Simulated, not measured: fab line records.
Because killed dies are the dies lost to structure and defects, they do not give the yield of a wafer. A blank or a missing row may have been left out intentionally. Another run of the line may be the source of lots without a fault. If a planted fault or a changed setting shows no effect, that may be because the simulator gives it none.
Lot-split experiment + flow n5-finfet + on a route of 1938 steps: 7 lots, 39 wafers read

## ON THE SPLIT
At N5_MOL_CONTACT_COAG_ETCH_47 (etches SiNx in CH3F/O2, stops on W, target depth 27 nm), the setting over-etch-frac was moved away from the recipe's 0.2 on 9 of the 39 wafers read, by -6.5% to +2.9%. For the rest of the wafers, this setting stayed at what the recipe calls for.

The reading comes from the split's own step.

## THE READING
etch.over-etch-s (the simulator's own value, which no gauge read), in s, at N5_MOL_CONTACT_COAG_ETCH_47 (etches SiNx in CH3F/O2, stops on W, target depth 27 nm). The file gives no usual value for it. Across the 30 wafers here that went through the recipe, the average is 5.238 s and the standard deviation 0.044 s.

| wafer  | tool, chamber at the split | over-etch-frac as run | against the recipe | etch.over-etch-s, s | against lot-mates on the recipe |
|--------|----------------------------|-----------------------|--------------------|---------------------|---------------------------------|
| L075.1 | rie-diel-04, 3             | 0.1959                | -2.1%              | 5.229               | -0.017                          |
| L075.2 | rie-diel-04, 0             | 0.2                   | recipe             | 5.246               | -                               |
| L075.3 | rie-diel-04, 2             | 0.2                   | recipe             | 5.211               | -                               |
| L075.4 | rie-diel-04, 1             | 0.1959                | -2.1%              | 5.188               | -0.058                          |
| L075.5 | rie-diel-04, 3             | 0.2                   | recipe             | 5.28                | -                               |
| L075.6 | rie-diel-04, 0             | 0.1959                | -2.1%              | 5.191               | -0.055                          |
| L078.1 | rie-diel-04, 1             | 0.2                   | recipe             | 5.285               | -                               |
| L078.2 | rie-diel-04, 0             | 0.2                   | recipe             | 5.271               | -                               |
| L078.3 | rie-diel-04, 2             | 0.2                   | recipe             | 5.16                | -                               |
| L078.4 | rie-diel-04, 3             | 0.2                   | recipe             | 5.216               | -                               |
| L078.5 | rie-diel-04, 0             | 0.2                   | recipe             | 5.202               | -                               |
| L078.6 | rie-diel-04, 1             | 0.2                   | recipe             | 5.223               | -                               |
| L079.1 | rie-diel-04, 3             | 0.2                   | recipe             | 5.284               | -                               |
| L079.2 | rie-diel-04, 0             | 0.2                   | recipe             | 5.272               | -                               |
| L079.3 | rie-diel-04, 2             | 0.2                   | recipe             | 5.189               | -                               |
| L079.4 | rie-diel-04, 1             | 0.2                   | recipe             | 5.321               | -                               |
| L079.5 | rie-diel-04, 3             | 0.2                   | recipe             | 5.254               | -                               |
| L079.6 | rie-diel-04, 2             | 0.2                   | recipe             | 5.243               | -                               |
| L081.1 | rie-diel-04, 1             | 0.2059                | +2.9%              | 5.458               | +0.226                          |
| L081.2 | rie-diel-04, 2             | 0.2                   | recipe             | 5.25                | -                               |
| L081.3 | rie-diel-04, 0             | 0.2059                | +2.9%              | 5.461               | +0.229                          |
| L081.4 | rie-diel-04, 3             | 0.2059                | +2.9%              | 5.493               | +0.261                          |
| L081.5 | rie-diel-04, 1             | 0.2                   | recipe             | 5.267               | -                               |
| L081.6 | rie-diel-04, 2             | 0.2                   | recipe             | 5.178               | -                               |
| L085.1 | rie-diel-02, 1             | 0.2                   | recipe             | 5.146               | -                               |
| L085.2 | rie-diel-02, 3             | 0.1871                | -6.5%              | 4.818               | -0.383                          |
| L085.3 | rie-diel-02, 2             | 0.1871                | -6.5%              | 4.881               | -0.320                          |
| L085.4 | rie-diel-02, 0             | 0.2                   | recipe             | 5.231               | -                               |
| L085.5 | rie-diel-02, 1             | 0.1871                | -6.5%              | 4.802               | -0.399                          |
| L085.6 | rie-diel-02, 0             | 0.2                   | recipe             | 5.227               | -                               |
| L087.1 | rie-diel-04, 3             | 0.2                   | recipe             | 5.284               | -                               |
| L087.2 | rie-diel-04, 1             | 0.2                   | recipe             | 5.33                | -                               |
| L087.3 | rie-diel-04, 2             | 0.2                   | recipe             | 5.262               | -                               |
| L090.1 | rie-diel-04, 3             | 0.2                   | recipe             | 5.218               | -                               |
| L090.2 | rie-diel-04, 1             | 0.2                   | recipe             | 5.222               | -                               |
| L090.3 | rie-diel-04, 2             | 0.2                   | recipe             | 5.173               | -                               |
| L090.4 | rie-diel-04, 0             | 0.2                   | recipe             | 5.205               | -                               |
| L090.5 | rie-diel-04, 1             | 0.2                   | recipe             | 5.242               | -                               |
| L090.6 | rie-diel-04, 0             | 0.2                   | recipe             | 5.237               | -                               |

FIT RESULTS
A straight line over all 39 wafers: etch.over-etch-s changes by +0.0628 s for each +1% of over-etch-frac; r = +0.93; the points scatter about the line by 0.05 s.
The same after taking each lot's own level away (the mean of its wafers on the recipe; 39 wafers): +0.0593 s for each +1%; r = +0.94; scatter 0.043 s.
Per that fit: largest over-etch-frac move, reading shift of 0.38 s.
The span of the lots' own levels, 5.2013 to 5.2920 s, comes to 2.1 times the standard deviation stated above.
Consequently the slope shifts little with the lot-to-lot level, the two slopes agreeing.
Check: -0.366 s against its lot-mates is what the line predicts for one of the wafers moved furthest among these (-6.5%) when that wafer is left out of the fit. Against them it came out at -0.383 s.

## OTHER SPLITS APPLIED TO THESE WAFERS
Other splits were also applied to these wafers ahead of the reading. Each is held against what the fit with the lots' levels taken away leaves over:
| other split on the same wafers          | wafers away from the commonest value | r with etch.over-etch-s (lot level and that fit taken away) |
|-----------------------------------------|--------------------------------------|-------------------------------------------------------------|
| N5_FIN_SAQP_SPACER2_ALD_28 target-thk-a | 18                                   | +0.03                                                       |
| N5_FIN_CUT_CUT_ETCH_26 target-depth-a   | 15                                   | -0.18                                                       |
| N5_DUMMY_GATE_ETCH_32 time-s            | 15                                   | +0.18                                                       |

## THE FILE'S OWN FIT
etch.over-etch-s changes by +0.0581 s for each +1% of over-etch-frac, r = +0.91.
